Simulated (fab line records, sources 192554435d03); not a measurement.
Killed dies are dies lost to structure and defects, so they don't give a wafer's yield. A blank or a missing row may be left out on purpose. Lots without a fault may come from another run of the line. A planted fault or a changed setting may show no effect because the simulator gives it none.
Which tool did it? | flow n5_finfet | 12 lots, 36 wafers sampled, at 1 step of a route of 1938

WHAT THE GAUGES READ, wafer by wafer
N5_BEOL_M10_OVL_MEAS_29.
lot  | measured     | on         | V9_OVL (nm)
L074 | day 11 02:56 | overlay-01 | -1.3 -1.3 -1.7
L078 | day 12 04:13 | overlay-02 | -1.9 -0.2 -0.6
L079 | day 13 02:33 | overlay-01 | -1.0 0.4 -0.5
L080 | day 13 05:35 | overlay-01 | -0.7 0.1 -0.2
L083 | day 14 13:30 | overlay-02 | -0.4 -0.7 0.7
L084 | day 15 08:40 | overlay-02 | -0.8 -0.4 -0.2
L086 | day 15 21:00 | overlay-02 | 0.9 0.1 0.4
L089 | day 15 23:14 | overlay-01 | 1.1 0.2 -0.7
L090 | day 16 07:08 | overlay-02 | 1.2 0.0 1.4
L094 | day 16 17:32 | overlay-02 | 0.4 -0.9 -0.9
L096 | day 17 03:51 | overlay-02 | 0.6 -0.3 1.4
L097 | day 18 07:47 | overlay-01 | 0.9 0.4 -0.3

WHICH TOOL RAN EACH LOT (tool, then ch and the chambers of the sampled wafers, then the start)
The record holds no process step before these readings.

THE ANSWER, worked out from the rows above alone
Rule: what is usual is taken from the lots themselves. Put in order of their means at a reading, lots are off if they are a third of the lots or fewer, leave a main group of 4 or more, and stand apart from it by a gap of 3 or more times the standard deviation of the main group's means; of several such gaps the widest counts. A main group whose means are all the same, to the digits that the tables above print for the reading, isn't used. A lot without any number at a reading at which 4 lots or more have one is off too. The other lots that the step has rows for count as sound.
No lot is off at any reading shown: from this, nothing can be told.

WHAT THE SIMULATOR HAD PUT IN
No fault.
